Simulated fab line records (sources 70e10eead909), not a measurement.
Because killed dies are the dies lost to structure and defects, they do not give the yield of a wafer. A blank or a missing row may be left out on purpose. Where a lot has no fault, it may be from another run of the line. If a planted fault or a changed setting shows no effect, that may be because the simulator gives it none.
fab line records ; flow nandHarc
record: lots: 11; wafers: 33; lastDay: 24
route steps=1159 shown P_M0@264 END@1159
lots untouched by any fault: they come from a run of this same line in which no faults occurred
startH: start of the lot's first displayed wafer, in hours after the record's first day ; waitH: time in hours since the lot's previous step ; " as in the row above ; L1.1+2: one row covering several wafers at once ; - no value, or no start was given ; * or withheld: withheld ; < > ~ a bound
route shown NAME@n: NAME is a module with steps in the file, n the number in the route of the first one ; usual: the fault-free wafers' mean and standard deviation ; same: alike in all rows ; chamber/n: place in a boat ; sites: each site's reading ; _std_site: their standard deviation ; _edge_site: mean of outer sites minus mean of inner sites ; radiusMm: how far each site lies from the wafer's centre ; mask NAME#n: copy n ; behind: the most recent tool/chamber to have shaped the wafer ; hold: cause of the lot's hold/its duration in hours/its outcome ; device: whichever transistor did not switch (one of n, p or np) ; end of line: the tests these same wafers got at the end of their route ; a step given without rows: its recipe and nothing more ; killed: dies that structure and defects cost at the first sort, which is not the same as the wafer's yield ; map: a wafer's dies, x killed, . not, _ none there
set.NAME: the run value of the setting; set.NAME@STEP: its run value at that earlier step ; model.NAME: the simulator's own value behind a step, which no gauge read
the route's steps for a sample of lots (tables are steps, rows are wafers)
services: a tool's chamber out of use, with start hour (startH, from the record's first day; less than 0 if before it), hours out, and reason
== steps ==
step: NHARC_P_M0_OVL_MEAS_10
recipe: pitchNm: 180
usual: overlayXNm: -0.1/0.7; overlayYNm: 0.2/0.86
lot.wafer;tool;chamber;startH;waitH;overlayXNm;overlayYNm
L994.2;overlay-01;-;123.10;-;-0.5;0.3
L994.4;overlay-01;-;123.10;-;-0.6;0.1
L994.6;overlay-01;-;123.10;-;-0.9;-0.2
L995.2;overlay-02;-;130.04;-;0.6;0.6
L995.3;overlay-02;-;130.04;-;0.5;0.1
L995.5;overlay-02;-;130.04;-;0.3;0.0
L997.2;overlay-01;-;139.74;-;1.2;0.0
L997.3;overlay-01;-;139.74;-;1.0;0.2
L997.5;overlay-01;-;139.74;-;1.2;-0.2
L998.2;overlay-02;-;142.86;-;-0.8;-0.7
L998.3;overlay-02;-;142.86;-;-0.7;-0.7
L998.5;overlay-02;-;142.86;-;-0.6;-0.4
L100.2;overlay-01;-;144.92;-;-1.2;1.4
L100.5;overlay-01;-;144.92;-;-0.7;1.9
L100.6;overlay-01;-;144.92;-;-1.3;1.4
L105.2;overlay-02;-;181.63;-;-0.8;0.4
L105.3;overlay-02;-;181.63;-;-0.5;-0.3
L105.4;overlay-02;-;181.63;-;-0.5;0.1
L104.3;overlay-02;-;182.43;-;0.6;-0.5
L104.4;overlay-02;-;182.43;-;0.2;-0.4
L104.5;overlay-02;-;182.43;-;0.9;-0.4
L106.1;overlay-02;-;196.57;-;-0.8;-0.3
L106.3;overlay-02;-;196.57;-;-0.9;-0.8
L106.4;overlay-02;-;196.57;-;-0.1;-0.6
L109.1;overlay-02;-;214.56;-;-0.2;0.4
L109.2;overlay-02;-;214.56;-;-0.6;0.9
L109.6;overlay-02;-;214.56;-;-0.3;1.2
L113.2;overlay-01;-;231.80;-;0.8;-0.6
L113.3;overlay-01;-;231.80;-;0.9;-0.9
L113.5;overlay-01;-;231.80;-;0.9;-1.0
L117.2;overlay-01;-;264.26;-;0.1;1.1
L117.5;overlay-01;-;264.26;-;0.2;2.1
L117.6;overlay-01;-;264.26;-;0.4;1.1
step: NHARC_P_M0_STRIP_18
recipe: powerW: 1000; n2FlowSccm: 150; h2FlowSccm: 150; arFlowSccm: 0; biasW: 0; chemistry: N2/H2
usual: drypumpMotorCurrentA: 5.6/0.48; oesProductAu: 1.000/0.0096; rfVppV: 90.4/0.96; showerheadPlenumPTorr: 2.00/0.073; throttleValvePct: 14.172/0.0098
lot.wafer;tool;chamber;startH;waitH;drypumpMotorCurrentA;oesProductAu;rfHoursCounterH;rfVppV;showerheadPlenumPTorr;throttleValvePct
L994.2;rieDiel-09;0;123.62;0.1;5.2;0.982;2;89.6;1.96;14.175
L994.4;rieDiel-09;1;123.62;0.1;5.1;1.015;2;91.9;2.12;14.184
L994.6;rieDiel-09;3;123.62;0.1;6.2;1.003;-;89.6;1.98;14.191
L995.2;rieDiel-12;1;130.51;0.1;5.8;1.008;6;90.8;2.01;14.184
L995.3;rieDiel-12;0;130.51;0.1;5.6;0.997;6;90.4;1.95;14.196
L995.5;rieDiel-12;2;130.51;0.1;5.3;0.989;-;91.1;1.92;14.170
L997.3;rieDiel-02;0;140.22;0.1;5.6;1.000;8;90.4;1.99;14.196
L997.2;rieDiel-02;3;140.22;0.1;6.0;0.969;10;91.2;2.04;14.183
L997.5;rieDiel-02;1;140.22;0.1;5.0;1.003;-;91.9;2.19;14.184
L998.2;rieDiel-09;3;143.33;0.1;6.2;1.013;3;90.5;1.98;14.171
L998.3;rieDiel-09;0;143.33;0.1;5.2;0.996;2;89.0;1.96;14.174
L998.5;rieDiel-09;0;143.33;0.1;5.2;0.989;-;88.4;1.96;14.162
L100.2;rieDiel-12;0;145.45;0.1;5.5;1.011;7;88.4;1.95;14.177
L100.6;rieDiel-12;2;145.45;0.1;5.3;1.005;-;89.2;1.92;14.171
L100.5;rieDiel-12;3;145.45;0.1;5.0;0.994;-;89.9;2.02;14.176
L105.3;rieDiel-02;1;182.13;0.1;5.0;0.996;1;91.5;2.19;14.178
L105.2;rieDiel-02;3;182.13;0.1;6.0;0.985;1;90.7;2.03;14.180
L105.4;rieDiel-02;0;182.13;0.1;5.6;0.997;1;90.5;1.99;14.171
L104.4;rieDiel-02;3;182.94;0.1;6.0;0.989;1;90.0;2.03;14.172
L104.3;rieDiel-02;1;182.94;0.1;5.0;1.006;1;91.8;2.19;14.167
L104.5;rieDiel-02;3;182.94;0.1;6.0;1.000;-;90.0;2.04;14.180
L106.1;rieDiel-12;1;197.07;0.1;5.8;0.992;10;91.4;2.01;14.175
L106.4;rieDiel-12;2;197.07;0.1;5.3;0.987;10;89.3;1.91;14.163
L106.3;rieDiel-12;3;197.07;0.1;5.0;0.998;10;90.8;2.02;14.180
L109.1;rieDiel-12;0;215.06;0.1;5.5;1.003;0;91.2;1.95;14.161
L109.2;rieDiel-12;2;215.06;0.1;5.3;0.983;0;89.4;1.91;14.179
L109.6;rieDiel-12;0;215.06;0.1;5.5;1.005;-;91.5;1.95;14.149
L113.2;rieDiel-09;0;232.30;0.1;5.2;0.987;10;89.5;1.95;14.165
L113.3;rieDiel-09;1;232.30;0.1;5.1;1.010;9;91.6;2.11;14.170
L113.5;rieDiel-09;3;232.30;0.1;6.2;0.974;-;90.6;1.98;14.175
L117.2;rieDiel-02;0;264.81;0.1;5.6;1.005;6;91.8;1.99;14.180
L117.5;rieDiel-02;1;264.81;0.1;5.0;0.997;-;92.3;2.19;14.174
L117.6;rieDiel-02;2;264.81;0.1;5.9;1.016;-;90.8;2.03;14.179
step: NHARC_P_M0_PRE_CLEAN_29
recipe: timeS: 30; tempC: 280; gas: H2/He
usual: heaterPowerW: 399/36; susceptorTempC: 280.00/0.15
lot.wafer;tool;chamber;startH;waitH;heaterPowerW;susceptorTempC
L994.4;pvdSputter-02;-;-;-;402;279.81
L994.2;pvdSputter-02;-;-;-;517;280.14
L994.6;pvdSputter-02;-;-;-;377;279.64
L995.3;pvdSputter-01;-;-;-;366;279.90
L995.2;pvdSputter-01;-;-;-;384;280.19
L995.5;pvdSputter-01;-;-;-;367;279.77
L997.3;pvdSputter-03;-;-;-;409;279.95
L997.2;pvdSputter-03;-;-;-;412;280.10
L997.5;pvdSputter-03;-;-;-;378;280.19
L998.2;pvdSputter-01;-;-;-;365;280.00
L998.3;pvdSputter-01;-;-;-;424;280.10
L998.5;pvdSputter-01;-;-;-;364;279.87
L100.2;pvdSputter-02;-;-;-;390;-
L100.6;pvdSputter-02;-;-;-;501;-
L100.5;pvdSputter-02;-;-;-;385;-
L105.4;pvdSputter-03;-;-;-;410;280.03
L105.3;pvdSputter-03;-;-;-;377;279.85
L105.2;pvdSputter-03;-;-;-;375;279.90
L104.3;pvdSputter-01;-;-;-;394;279.95
L104.4;pvdSputter-01;-;-;-;449;279.82
L104.5;pvdSputter-01;-;-;-;387;280.10
L106.1;pvdSputter-02;-;-;-;520;279.92
L106.4;pvdSputter-02;-;-;-;391;280.15
L106.3;pvdSputter-02;-;-;-;381;279.91
L109.2;pvdSputter-01;-;-;-;390;279.96
L109.1;pvdSputter-01;-;-;-;395;280.32
L109.6;pvdSputter-01;-;-;-;436;280.02
L113.3;pvdSputter-01;-;-;-;396;279.91
L113.2;pvdSputter-01;-;-;-;396;280.12
L113.5;pvdSputter-01;-;-;-;444;279.98
L117.2;pvdSputter-01;-;-;-;430;280.21
L117.5;pvdSputter-01;-;-;-;391;279.78
L117.6;pvdSputter-01;-;-;-;381;280.17
step: NHARC_P_M0_ECD_22
recipe: targetThkA: 4000; bathTempC: 25; material: Cu
usual: bathHeatDutyPct: 6.2/0.6
lot.wafer;tool;chamber;startH;waitH;bathHeatDutyPct
L994.2;ecdCu-01;1;124.48;-;6.7
L994.4;ecdCu-01;0;124.48;-;5.4
L994.6;ecdCu-01;0;124.48;-;6.4
L995.2;ecdCu-02;1;131.46;-;6.5
L995.3;ecdCu-02;0;131.46;-;6.6
L995.5;ecdCu-02;0;131.46;-;6.9
L997.2;ecdCu-01;1;141.17;-;6.0
L997.3;ecdCu-01;0;141.17;-;5.8
L997.5;ecdCu-01;1;141.17;-;6.1
L998.2;ecdCu-02;0;144.29;-;6.0
L998.3;ecdCu-02;1;144.29;-;7.3
L998.5;ecdCu-02;0;144.29;-;6.1
L100.2;ecdCu-02;1;146.35;-;7.1
L100.6;ecdCu-02;0;146.35;-;6.3
L100.5;ecdCu-02;1;146.35;-;7.5
L105.2;ecdCu-01;0;183.04;-;6.3
L105.3;ecdCu-01;0;183.04;-;5.5
L105.4;ecdCu-01;1;183.04;-;5.9
L104.3;ecdCu-01;1;184.03;-;5.2
L104.4;ecdCu-01;0;184.03;-;5.9
L104.5;ecdCu-01;0;184.03;-;6.1
L106.1;ecdCu-01;0;197.95;-;6.6
L106.4;ecdCu-01;0;197.95;-;6.2
L106.3;ecdCu-01;1;197.95;-;5.6
L109.1;ecdCu-02;0;215.96;-;5.8
L109.2;ecdCu-02;1;215.96;-;6.4
L109.6;ecdCu-02;0;215.96;-;6.1
L113.2;ecdCu-02;1;233.18;-;6.2
L113.3;ecdCu-02;1;233.18;-;6.8
L113.5;ecdCu-02;0;233.18;-;6.7
L117.2;ecdCu-02;0;265.69;-;6.1
L117.6;ecdCu-02;1;265.69;-;7.2
L117.5;ecdCu-02;0;265.69;-;5.6
step: NHARC_P_M0_CMP_23
recipe: tOverpolishS: 20; targetThkNm: 117.53
usual: motorCurrentA: 12.4/1.3; timeToEndpointS: 29.1/2.5
lot.wafer;tool;chamber;startH;waitH;motorCurrentA;timeToEndpointS
L994.2;cmp-03;3;125.23;-;12.2;27.1
L994.4;cmp-03;0;125.23;-;13.8;24.4
L994.6;cmp-03;3;125.23;-;12.9;26.2
L995.3;cmp-04;2;132.16;-;10.5;23.6
L995.2;cmp-04;0;132.16;-;12.0;29.3
L995.5;cmp-04;1;132.16;-;11.1;29.3
L997.2;cmp-03;0;141.87;-;14.6;24.4
L997.3;cmp-03;1;141.87;-;11.6;25.6
L997.5;cmp-03;3;141.87;-;12.2;29.4
L998.2;cmp-03;0;144.96;-;13.8;26.4
L998.3;cmp-03;1;144.96;-;11.5;30.2
L998.5;cmp-03;0;144.96;-;14.3;26.2
L100.2;cmp-03;2;147.22;-;13.1;33.4
L100.6;cmp-03;0;147.22;-;14.5;27.8
L100.5;cmp-03;1;147.22;-;11.4;30.2
L105.3;cmp-01;3;183.76;-;14.0;29.9
L105.4;cmp-01;0;183.76;-;10.8;28.5
L105.2;cmp-01;2;183.76;-;12.0;27.9
L104.4;cmp-01;3;184.77;-;15.3;29.9
L104.3;cmp-01;0;184.77;-;10.1;12.7
L104.5;cmp-01;1;184.77;-;12.6;31.1
L106.1;cmp-03;0;198.74;-;15.5;26.1
L106.3;cmp-03;1;198.74;-;12.3;14.1
L106.4;cmp-03;2;198.74;-;13.5;32.8
L109.1;cmp-04;0;216.69;-;11.8;32.6
L109.2;cmp-04;1;216.69;-;11.1;29.8
L109.6;cmp-04;1;216.69;-;11.1;28.9
L113.3;cmp-03;0;233.94;-;14.3;25.6
L113.2;cmp-03;1;233.94;-;11.8;28.8
L113.5;cmp-03;1;233.94;-;11.3;25.8
L117.2;cmp-03;3;266.36;-;12.3;28.3
L117.5;cmp-03;3;266.36;-;12.7;28.1
L117.6;cmp-03;0;266.36;-;14.3;25.4
step: NHARC_END_SORT_01
recipe: tempC: 25
usual: defectLimitedYield: 96.2/1.3; killedAtArray: 21/8.9; killedAtOther: 0.8/1.3; killedAtPeriphery: 3.6/2.4; killedDies: 26/8.9; killedOpen: 3.1/1.8; killedShort: 1.9/1.3; sort_bin_2_pct: 1.2/0.54; sort_bin_3_pct: 0.21/0.17; sort_bin_4_pct: 2.4/0.91; sortNPass: 651/8.9; sortRimYieldPct: 95.0/2.8; sortYieldPct: 96.2/1.3
same: grossDies: 677; sort_bin_5_pct[%]: 0; sort_bin_6_pct[%]: 0; sort_bin_7_pct[%]: 0; sort_bin_8_pct[%]: 0; sortRimNGross: 106.00
lot.wafer;tool;chamber;startH;waitH;defectLimitedYield[%];killedAtArray;killedAtOther;killedAtPeriphery;killedDies;killedOpen;killedShort;sort_bin_2_pct[%];sort_bin_3_pct[%];sort_bin_4_pct[%];sortNPass;sortRimYieldPct[%];sortYieldPct[%]
L995.2;prober-01;0;446.92;2.8;96.9;17;0;4;21;3;3;1.3;0.30;1.5;656;96.2;96.9
L995.3;prober-01;0;447.74;3.1;97.3;17;1;0;18;0;0;0.9;0.15;1.6;659;99.1;97.3
L995.5;prober-01;0;449.38;3.8;96.5;20;3;1;24;0;3;1.3;0.15;2.1;653;99.1;96.5
L997.2;prober-02;0;454.66;2.8;95.4;28;0;3;31;1;4;1.2;0.30;3.1;646;92.5;95.4
L997.3;prober-02;0;455.46;3.1;96.5;24;0;0;24;5;1;0.6;0.30;2.7;653;96.2;96.5
L997.5;prober-02;0;457.04;3.7;94.5;36;0;1;37;3;0;2.4;0;3.1;640;93.4;94.5
L100.2;prober-01;0;454.86;2.8;97.6;14;0;2;16;0;2;0.7;0.15;1.5;661;95.3;97.6
L100.5;prober-01;0;457.30;3.8;97.6;14;0;2;16;1;0;0.7;0.15;1.5;661;91.5;97.6
L100.6;prober-01;0;458.11;4.1;94.5;29;2;6;37;5;3;1.5;0.30;3.7;640;91.5;94.5
L998.2;prober-01;0;464.39;2.8;96.9;12;2;7;21;3;5;1.2;0.15;1.8;656;97.2;96.9
L998.3;prober-01;0;465.20;3.1;97.0;16;0;4;20;4;2;0.6;0.15;2.2;657;97.2;97.0
L998.5;prober-01;0;466.82;3.7;97.9;11;1;2;14;2;1;1.0;0;1.0;663;96.2;97.9
L994.2;prober-02;0;473.83;2.8;96.9;13;2;6;21;3;0;0.7;0;2.4;656;96.2;96.9
L994.4;prober-02;0;475.42;3.4;96.2;16;2;8;26;4;3;0.9;0.15;2.8;651;97.2;96.2
L994.6;prober-02;0;477.01;4.0;97.5;13;0;4;17;2;1;0.4;0.15;1.9;660;96.2;97.5
L105.2;prober-02;0;494.60;2.8;97.2;14;0;5;19;3;4;0.9;0.30;1.6;658;96.2;97.2
L105.3;prober-02;0;495.38;3.1;97.2;12;0;7;19;4;3;1.0;0;1.8;658;97.2;97.2
L105.4;prober-02;0;496.17;3.4;98.2;8;0;4;12;2;0;0.4;0.15;1.2;665;95.3;98.2
L104.3;prober-02;0;517.36;3.1;94.8;30;2;3;35;1;3;2.5;0.44;2.2;642;91.5;94.8
L104.4;prober-02;0;518.17;3.4;94.4;33;1;4;38;2;2;1.6;0.30;3.7;639;93.4;94.4
L104.5;prober-02;0;518.97;3.7;95.7;23;2;4;29;1;2;0.9;0.30;3.1;648;97.2;95.7
L106.1;prober-02;0;528.56;2.5;95.9;24;0;4;28;3;4;1.2;0.44;2.5;649;86.8;95.9
L106.3;prober-02;0;530.17;3.1;96.2;20;2;4;26;6;1;1.3;0.15;2.4;651;94.3;96.2
L106.4;prober-02;0;530.97;3.4;97.2;13;1;5;19;6;2;0.9;0.30;1.6;658;96.2;97.2
L109.1;prober-01;0;535.50;2.5;96.3;24;1;0;25;2;3;1.0;0.30;2.4;652;96.2;96.3
L109.2;prober-01;0;536.30;2.8;95.4;28;1;2;31;3;3;1.9;0.44;2.2;646;95.3;95.4
L109.6;prober-01;0;539.49;4.0;96.8;19;0;3;22;3;1;0.6;0.74;1.9;655;96.2;96.8
L113.2;prober-02;0;559.58;2.8;96.8;19;0;3;22;4;1;0.9;0.44;1.9;655;90.6;96.8
L113.3;prober-02;0;560.38;3.1;95.4;25;1;5;31;4;1;0.9;0;3.7;646;84.9;95.4
L113.5;prober-02;0;561.97;3.7;96.3;24;0;1;25;5;1;0.6;0.15;3.0;652;90.6;96.3
L117.2;prober-01;0;572.86;2.8;96.8;18;0;4;22;1;2;0.6;0.30;2.4;655;94.3;96.8
L117.5;prober-01;0;575.27;3.7;96.9;15;0;6;21;2;2;1.3;0.30;1.5;656;98.1;96.9
L117.6;prober-01;0;576.08;4.0;96.5;21;0;3;24;5;0;1.2;0;2.4;653;95.3;96.5
killed by level:class
L995.2 A_CHANNEL_HOLE_D1:chamberFilmFlake=11 P_STI:geometricParticle:short=1 P_GATE:geometricParticle:short=1 P_CONTACT:geometricParticle:open=1 P_BONDPAD:geometricParticle:open=1 A_ONON_D1:geometricParticle:short=1 A_CONTACT:geometricParticle:open=1 A_SLIT:chamberFilmFlake=1
L995.3 A_CHANNEL_HOLE_D1:chamberFilmFlake=13 A_CONTACT:chamberFilmFlake=4 THIN_TSV:chamberFilmFlake=1
L995.5 A_CHANNEL_HOLE_D1:chamberFilmFlake=12 A_CONTACT:chamberFilmFlake=4 A_STAIRCASE:chamberFilmFlake=3 THIN_TSV:chamberFilmFlake=2 P_STI:geometricParticle:short=1 A_WL_FILL:geometricParticle:short=1 STARTING-WAFER:geometricParticle:short=1
L997.2 A_CHANNEL_HOLE_D1:chamberFilmFlake=10 A_SLIT:chamberFilmFlake=5 A_CONTACT:chamberFilmFlake=5 A_STAIRCASE:chamberFilmFlake=3 A_SOURCE_PLATE:geometricParticle:short=2 P_STI:chamberFilmFlake=2 A_ONON_D1:geometricParticle:short=1 A_BLC:geometricParticle:open=1
L100.2 A_SLIT:chamberFilmFlake=6 A_CONTACT:chamberFilmFlake=3 P_M1:chamberFilmFlake=2 A_CHANNEL_HOLE_D1:chamberFilmFlake=2 A_SOURCE_PLATE:geometricParticle:short=1 A_CHANNEL_FILL_D1:geometricParticle:short=1 A_STAIRCASE:chamberFilmFlake=1
L997.3 A_CHANNEL_HOLE_D1:chamberFilmFlake=13 A_M0:geometricParticle:open=3 A_SLIT:chamberFilmFlake=3 A_SOURCE_PLATE:geometricParticle:short=1 A_ONON_D1:geometricParticle:open=1 A_CONTACT:geometricParticle:open=1 A_STAIRCASE:chamberFilmFlake=1 A_CONTACT:chamberFilmFlake=1
L997.5 A_CHANNEL_HOLE_D1:chamberFilmFlake=16 A_STAIRCASE:chamberFilmFlake=6 A_SLIT:chamberFilmFlake=5 A_CONTACT:chamberFilmFlake=5 A_CHANNEL_FILL_D1:geometricParticle:open=1 A_BLC:geometricParticle:open=1 A_M0:geometricParticle:open=1 P_STI:chamberFilmFlake=1
L100.5 A_CHANNEL_HOLE_D1:chamberFilmFlake=4 A_SLIT:chamberFilmFlake=4 A_STAIRCASE:chamberFilmFlake=3 A_CONTACT:chamberFilmFlake=2 A_ONON_D1:geometricParticle:open=1 P_ZERO_WELL:chamberFilmFlake=1 P_M1:chamberFilmFlake=1
L100.6 A_SLIT:chamberFilmFlake=10 A_CONTACT:chamberFilmFlake=6 A_STAIRCASE:chamberFilmFlake=4 A_SOURCE_PLATE:geometricParticle:open=3 P_STI:chamberFilmFlake=2 P_GATE:chamberFilmFlake=2 P_M1:chamberFilmFlake=2 THIN_TSV:chamberFilmFlake=2
L998.2 P_M1:chamberFilmFlake=4 A_CONTACT:geometricParticle:open=2 A_CONTACT:geometricParticle:short=2 A_CHANNEL_HOLE_D1:chamberFilmFlake=2 THIN_TSV:chamberFilmFlake=2 P_M0:geometricParticle:open=1 P_M0:geometricParticle:short=1 A_ONON_D1:geometricParticle:short=1
L998.3 A_STAIRCASE:chamberFilmFlake=4 P_M1:chamberFilmFlake=3 A_CONTACT:chamberFilmFlake=3 A_CONTACT:geometricParticle:open=2 P_CONTACT:geometricParticle:short=1 A_CHANNEL_FILL_D1:geometricParticle:open=1 A_M0:geometricParticle:short=1 A_M0:geometricParticle:open=1
L998.5 A_CHANNEL_HOLE_D1:chamberFilmFlake=2 A_CONTACT:chamberFilmFlake=2 A_CHANNEL_HOLE_D1:geometricParticle:open=1 A_WL_FILL:geometricParticle:short=1 A_CONTACT:geometricParticle:open=1 P_ZERO_WELL:chamberFilmFlake=1 P_M1:chamberFilmFlake=1 A_ZERO_WELL:chamberFilmFlake=1
L994.2 A_CHANNEL_HOLE_D1:chamberFilmFlake=5 P_BONDPAD:chamberFilmFlake=4 A_CONTACT:chamberFilmFlake=3 A_STAIRCASE:chamberFilmFlake=2 THIN_TSV:chamberFilmFlake=2 A_ONON_D1:geometricParticle:open=1 A_CHANNEL_FILL_D1:geometricParticle:open=1 A_CONTACT:geometricParticle:open=1
L994.4 P_BONDPAD:chamberFilmFlake=6 A_CHANNEL_HOLE_D1:chamberFilmFlake=5 A_CONTACT:chamberFilmFlake=3 A_M0:geometricParticle:short=2 P_GATE:chamberFilmFlake=2 THIN_TSV:chamberFilmFlake=2 A_ONON_D1:geometricParticle:open=1 A_CHANNEL_FILL_D1:geometricParticle:short=1
L994.6 A_STAIRCASE:chamberFilmFlake=4 A_CHANNEL_HOLE_D1:chamberFilmFlake=3 A_CONTACT:chamberFilmFlake=3 P_STI:chamberFilmFlake=2 P_GATE:chamberFilmFlake=2 A_SGD_CUT:geometricParticle:short=1 A_WL_FILL:geometricParticle:open=1 A_BLC:geometricParticle:open=1
L105.2 A_CONTACT:chamberFilmFlake=4 A_CHANNEL_HOLE_D1:chamberFilmFlake=3 P_M1:chamberFilmFlake=2 P_STI:geometricParticle:open=1 P_GATE:geometricParticle:short=1 A_CHANNEL_FILL_D1:geometricParticle:short=1 A_SGD_CUT:geometricParticle:open=1 A_WL_FILL:geometricParticle:short=1
L105.3 P_M1:chamberFilmFlake=5 A_CHANNEL_HOLE_D1:chamberFilmFlake=4 P_GATE:geometricParticle:open=1 P_M0:geometricParticle:open=1 A_ONON_D1:geometricParticle:short=1 A_CHANNEL_FILL_D1:geometricParticle:short=1 A_SGD_CUT:geometricParticle:open=1 A_WL_FILL:geometricParticle:short=1
L105.4 P_M1:chamberFilmFlake=4 A_CONTACT:chamberFilmFlake=4 A_CHANNEL_HOLE_D1:geometricParticle:open=1 A_M0:geometricParticle:open=1 A_CHANNEL_HOLE_D1:chamberFilmFlake=1 A_WL_FILL:chamberFilmFlake=1
L104.3 A_CHANNEL_HOLE_D1:chamberFilmFlake=16 A_SLIT:chamberFilmFlake=8 A_CONTACT:chamberFilmFlake=3 P_M0:geometricParticle:short=1 A_M0:geometricParticle:short=1 A_M1:geometricParticle:open=1 P_ZERO_WELL:chamberFilmFlake=1 P_M1:chamberFilmFlake=1
L104.4 A_CHANNEL_HOLE_D1:chamberFilmFlake=14 A_SLIT:chamberFilmFlake=14 P_CONTACT:geometricParticle:open=2 A_CONTACT:chamberFilmFlake=2 A_SGD_CUT:geometricParticle:short=1 P_ZERO_WELL:chamberFilmFlake=1 P_M1:chamberFilmFlake=1 STARTING-WAFER:geometricParticle:short=1
L104.5 A_CHANNEL_HOLE_D1:chamberFilmFlake=14 A_SLIT:chamberFilmFlake=3 A_CONTACT:chamberFilmFlake=3 P_ZERO_WELL:chamberFilmFlake=2 P_M1:chamberFilmFlake=2 THIN_TSV:chamberFilmFlake=2 A_CHANNEL_HOLE_D1:geometricParticle:short=1 A_CONTACT:geometricParticle:short=1
L106.1 A_SLIT:chamberFilmFlake=11 A_CHANNEL_HOLE_D1:chamberFilmFlake=4 A_WL_FILL:geometricParticle:short=2 P_STI:chamberFilmFlake=2 P_M0:geometricParticle:open=1 A_CHANNEL_FILL_D1:geometricParticle:open=1 A_CHANNEL_FILL_D1:geometricParticle:short=1 A_SGD_CUT:geometricParticle:open=1
L106.3 A_SLIT:chamberFilmFlake=11 A_CONTACT:geometricParticle:open=3 A_CONTACT:chamberFilmFlake=3 P_CONTACT:geometricParticle:open=2 A_CHANNEL_HOLE_D1:chamberFilmFlake=2 THIN_TSV:chamberFilmFlake=2 P_GATE:geometricParticle:open=1 A_ONON_D1:geometricParticle:short=1
L106.4 A_SLIT:chamberFilmFlake=5 A_WL_FILL:geometricParticle:open=2 P_CONTACT:geometricParticle:open=1 P_CONTACT:geometricParticle:short=1 P_M1:geometricParticle:open=1 A_ONON_D1:geometricParticle:short=1 A_CONTACT:geometricParticle:open=1 A_M1:geometricParticle:open=1
L109.1 A_CHANNEL_HOLE_D1:chamberFilmFlake=18 A_CHANNEL_FILL_D1:geometricParticle:open=1 A_CHANNEL_FILL_D1:geometricParticle:short=1 A_WL_FILL:geometricParticle:short=1 A_BLC:geometricParticle:open=1 STARTING-WAFER:geometricParticle:short=1 A_STAIRCASE:chamberFilmFlake=1 A_CONTACT:chamberFilmFlake=1
L109.2 A_CHANNEL_HOLE_D1:chamberFilmFlake=22 A_WL_FILL:geometricParticle:short=2 P_GATE:geometricParticle:open=1 A_ONON_D1:geometricParticle:open=1 A_CHANNEL_FILL_D1:geometricParticle:open=1 A_CONTACT:geometricParticle:short=1 P_M0:chamberFilmFlake=1 A_WL_FILL:chamberFilmFlake=1
L109.6 A_CHANNEL_HOLE_D1:chamberFilmFlake=14 A_CONTACT:chamberFilmFlake=2 P_M1:geometricParticle:open=1 A_CHANNEL_FILL_D1:geometricParticle:open=1 A_CONTACT:geometricParticle:short=1 A_CONTACT:geometricParticle:open=1 P_GATE:chamberFilmFlake=1 P_M0:chamberFilmFlake=1
L113.2 A_SLIT:chamberFilmFlake=10 A_CHANNEL_HOLE_D1:chamberFilmFlake=4 A_STAIRCASE:chamberFilmFlake=2 P_CONTACT:geometricParticle:open=1 P_M0:geometricParticle:open=1 A_CHANNEL_FILL_D1:geometricParticle:open=1 A_SGD_CUT:geometricParticle:short=1 A_M0:geometricParticle:open=1
L113.3 A_SLIT:chamberFilmFlake=13 A_CHANNEL_HOLE_D1:chamberFilmFlake=6 A_CONTACT:chamberFilmFlake=2 P_CONTACT:geometricParticle:open=1 P_M0:geometricParticle:open=1 P_M2:geometricParticle:short=1 A_BLC:geometricParticle:open=1 A_M0:geometricParticle:open=1
L113.5 A_SLIT:chamberFilmFlake=10 A_CHANNEL_HOLE_D1:chamberFilmFlake=5 A_CONTACT:geometricParticle:open=2 P_M0:geometricParticle:open=1 A_SGD_CUT:geometricParticle:open=1 A_M0:geometricParticle:open=1 A_M0:geometricParticle:short=1 A_CHANNEL_FILL_D1:chamberFilmFlake=1
L117.2 A_CHANNEL_HOLE_D1:chamberFilmFlake=10 P_STI:chamberFilmFlake=2 A_STAIRCASE:chamberFilmFlake=2 A_SLIT:chamberFilmFlake=2 A_CONTACT:chamberFilmFlake=2 P_CONTACT:geometricParticle:short=1 P_M0:geometricParticle:open=1 A_M1:geometricParticle:short=1
L117.5 A_CONTACT:chamberFilmFlake=6 P_STI:chamberFilmFlake=4 A_CHANNEL_HOLE_D1:chamberFilmFlake=4 P_STI:geometricParticle:short=1 P_GATE:geometricParticle:open=1 A_CHANNEL_FILL_D1:geometricParticle:open=1 A_WL_FILL:geometricParticle:short=1 A_ZERO_WELL:chamberFilmFlake=1
L117.6 A_CHANNEL_HOLE_D1:chamberFilmFlake=10 A_CONTACT:chamberFilmFlake=4 P_GATE:geometricParticle:open=1 A_CHANNEL_FILL_D1:geometricParticle:open=1 A_WL_FILL:geometricParticle:open=1 A_BLC:geometricParticle:open=1 A_M1:geometricParticle:open=1 P_ZERO_WELL:chamberFilmFlake=1
== services ==
tool;chamber;startH;hours;kind
pvdSputter-03;-;102.00;10.0;pm
cmp-04;-;105.00;4.0;pm
cmp-01;-;111.17;0.4;repair
ecdCu-01;-;129.25;3.0;repair
cmp-01;-;133.87;1.8;repair
ecdCu-02;-;148.89;1.5;repair
rieDiel-02;-;150.70;9.0;pm
rieDiel-12;-;151.29;0.3;repair
cmp-03;-;156.00;4.0;pm
pvdSputter-01;-;158.36;10.0;pm
cmp-01;-;179.50;4.0;pm
ecdCu-02;-;180.00;8.0;pm
rieDiel-12;1;186.84;4.1;repair
pvdSputter-03;-;200.98;2.4;repair
rieDiel-12;-;202.40;9.0;pm
cmp-04;-;203.00;4.0;pm
pvdSputter-02;-;214.02;10.0;pm
cmp-04;-;214.40;0.7;repair
cmp-03;-;221.04;2.5;repair
rieDiel-12;3;241.35;4.5;repair
pvdSputter-01;-;242.87;4.6;repair
rieDiel-09;1;251.15;1.3;repair
cmp-03;-;254.00;4.0;pm
rieDiel-09;-;254.10;9.0;pm
== key ==
firstSign: step: NHARC_P_M0_CMP_23; reading: timeToEndpointS; direction: down; sigmas: 6.3; usual: *; struck: *
effect none on later readings
metAt NHARC_P_M0_ECD_22
struckLots L104,L106
struckWafers L104.3,L106.3
notActingAt NHARC_P_M0_OVL_MEAS_10,NHARC_P_M0_STRIP_18,NHARC_P_M0_PRE_CLEAN_29
onsetBetween 183.04 184.03
fault: kind: processParameterDrift; tool: ecdCu-01; chamber: 1; onsetH: 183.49; steps: NHARC_P_M0_ECD_22; channel: targetThkA; offset: *; shape: step; endH: 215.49; actsIn: *; stated: *
